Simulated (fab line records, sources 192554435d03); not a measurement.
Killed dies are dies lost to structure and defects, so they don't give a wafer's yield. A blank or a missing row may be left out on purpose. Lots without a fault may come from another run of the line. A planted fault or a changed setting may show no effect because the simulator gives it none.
Chamber matching | flow n5_finfet | N5_HKMG_FIN_ALD_21 on ald_metal-02: 4 sister chambers
The step deposits TiN, target thk 1.5 nm, pulse time 1 s, purge time 3 s. 4 wafers are shown with their chamber, then 9 later ones without.

WAFERS WITH THEIR CHAMBER
wafer  | chamber | heater_power_w (W)
L084.5 | 1       | 720
L085.6 | 3       | 931
L087.3 | 2       | 864
L087.6 | 0       | 734

WAFERS WITHOUT THEIR CHAMBER
wafer  | heater_power_w (W)
L088.1 | 937
L088.3 | 741
L088.5 | 741
L089.4 | 739
L089.5 | 882
L089.6 | 710
L096.1 | 921
L096.3 | 739
L096.4 | 858

WHICH CHAMBER EACH WENT THROUGH
wafer  | from the rows above     | in truth
L088.1 | 3                       | 3
L088.3 | can't be placed: 0 or 1 | 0
L088.5 | can't be placed: 0 or 1 | 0
L089.4 | can't be placed: 0 or 1 | 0
L089.5 | 2                       | 2
L089.6 | can't be placed: 1 or 0 | 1
L096.1 | 3                       | 3
L096.3 | can't be placed: 0 or 1 | 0
L096.4 | 2                       | 2
Placed correctly: 4 of 9. Can't be placed from these rows: 5 (the true chamber is among the candidates in 5). Placed wrongly: 0.
How it was worked out, from the rows above alone: a wafer's distance from a chamber is the root of the sum, over the readings, of the square of ((its reading less the chamber's mean) divided by the reading's scatter). The wafer belongs to the nearest chamber; if the next one is less than 2 further off, it can't be placed. A chamber's mean is the mean of its shown wafers. The scatter: with one shown wafer a chamber, the root of the mean of the squares of how far each hidden wafer lies from its nearest shown one.
